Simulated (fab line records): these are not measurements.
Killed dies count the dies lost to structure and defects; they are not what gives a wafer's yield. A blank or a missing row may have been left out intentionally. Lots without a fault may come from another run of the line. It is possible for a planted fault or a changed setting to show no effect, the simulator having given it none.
Comparing a struck lot with a sound one    flow n5-finfet    15 out of 1938 route steps
Sound: wafers L975.1, L975.2, L975.3. Struck: wafers L983.4, L983.6. (L983.2 of the same lot was not struck and is left out.) The cause comes at the end.
Each step with rows lists, per side, the tool, then ch with its chambers, then its first start. Under that, the readings that differ: sound wafers    struck wafers    difference of the means    sigmas: that difference in standard deviations of wafers without a fault.
alike: readings whose means differ by less than 2 such deviations, and words and numbers that are the same on both sides. not compared: withheld readings, readings that some wafer has no value for, bounds like >300 that may hide the same value, and numbers for which the record gives no deviation and whose values overlap.
The two part at a step that has a row with sigmas, a row that says differs or no value, or rows on one side only. When numbers do not overlap yet have no deviation, they are printed without sigmas and do not part them. A reading missing from all wafers of one side parts the sides only when that side holds two or more wafers.

first, 1 step without rows for these wafers: N5_MOL_CONTACT_COAG_STRIP_98 (strips in N2/H2).
N5_MOL_CONTACT_COAG_CD_MEAS_99 targets a cd of 17.2 nm.
  sound on cd-sem-01, day 4 19:02; struck on cd-sem-01, day 6 18:16
  alike: cd-nm
then, 2 steps without rows for these wafers: N5_MOL_CONTACT_COAG_IMPLANT_129; N5_MOL_CONTACT_COAG_PRECLEAN_111 (cleans in NF3:NH3, afs cycles 1, time 20 s, sublimation time 60 s).
N5_MOL_CONTACT_COAG_TI_SIL_19: material Ti, target thk 4.2 nm, time 15 s.
  sound on pvd-sputter-01, day 4 19:29; struck on pvd-sputter-01, day 6 18:58
  alike: throttle-valve-pct
N5_MOL_CONTACT_COAG_ALD_20: deposits TiN, target thk 1.5 nm, pulse time 1 s, purge time 3 s.
  sound on ald-metal-02 ch 0,1,2, day 4 19:36; struck on ald-metal-02 ch 2, day 6 19:10
  alike: heater-power-w, precursor-pulse-height-rel
then, 1 step without rows for these wafers: N5_MOL_CONTACT_COAG_SIL_ANNEAL_21 (time 60 s).
N5_MOL_CONTACT_COAG_PRE_CLEAN_141: time 60 s.
  sound on pvd-sputter-02, day 4 20:34; struck on pvd-sputter-03, day 6 20:41
  alike: heater-power-w
N5_MOL_CONTACT_COAG_SPUTTER_143: material Co, target thk 2.5 nm.
  sound on pvd-sputter-02, day 4 20:38; struck on pvd-sputter-03, day 6 20:45
  alike: throttle-valve-pct
then, 1 step without rows for these wafers: N5_MOL_CONTACT_COAG_CO_FILL_22 (material Co, precursor CCTBA/H2, target thk 20 nm).
N5_MOL_CONTACT_COAG_ANNEAL_113: time 300 s.
  sound on rtp-anneal-02 ch 0, day 4 21:36; struck on rtp-anneal-02 ch 0, day 6 21:38
  alike: anneal-temp-c, lamp-power-pct, lamp_zone_6_pct, lamp_zone_7_pct, wafer_temp_C_max
then, 1 step without rows for these wafers: N5_MOL_CONTACT_COAG_PRE_CLEAN_142 (time 60 s).
N5_MOL_CONTACT_COAG_SPUTTER_130: material Co, target thk 47.5 nm.
  sound on pvd-sputter-01, day 5 00:05; struck on pvd-sputter-01, day 7 01:41
reading                                               sound           struck   difference  sigmas
model.Co_of_MOL_CONTACT_COAG_SPUTTER_130.thk-nm (nm)  46.8 47.2 47.2  61.4 61  +14.1       
  alike: throttle-valve-pct
then, 1 step without rows for these wafers: N5_MOL_CONTACT_COAG_PRECLEAN_125 (cleans in DIW, time 57.5 s).
-- the record jumps here: 3 days lie between the struck wafers' starts before and after (it left off in module MOL_CONTACT_COAG and takes up again in module BEOL_M4, whose first step shown is number 1111 of the route) --
N5_BEOL_M4_RC_MEAS_101:
  sound on prober-02 ch 0, day 8 11:53; struck on prober-01 ch 0, day 10 11:53
reading         sound                 struck         difference  sigmas
DIBL_N (mV/V)   35.1 34.4 34.0        40.0 37.9      +4.5        +2
DIBL_P (mV/V)   34.2 34.5 34.4        40.8 37.3      +4.7        +2
IOFF_N (nA/um)  0.126 0.125 0.124     0.235 0.178    +0.081      +3
IOFF_P (nA/um)  0.16 0.15 0.16        0.28 0.22      +0.09       +3
ION_N (uA/um)   654 663 672           695 687        +28         +3
ION_P (uA/um)   438 452 456           472 465        +20         +3
VT_P (mV)       -258.2 -258.4 -254.6  -246.3 -248.8  +9.5        +3
  alike: SS_N, SS_P, VT_N

## WHERE THEY PART
Only at N5_BEOL_M4_RC_MEAS_101, within this record.

WHY: whatever the simulator had introduced
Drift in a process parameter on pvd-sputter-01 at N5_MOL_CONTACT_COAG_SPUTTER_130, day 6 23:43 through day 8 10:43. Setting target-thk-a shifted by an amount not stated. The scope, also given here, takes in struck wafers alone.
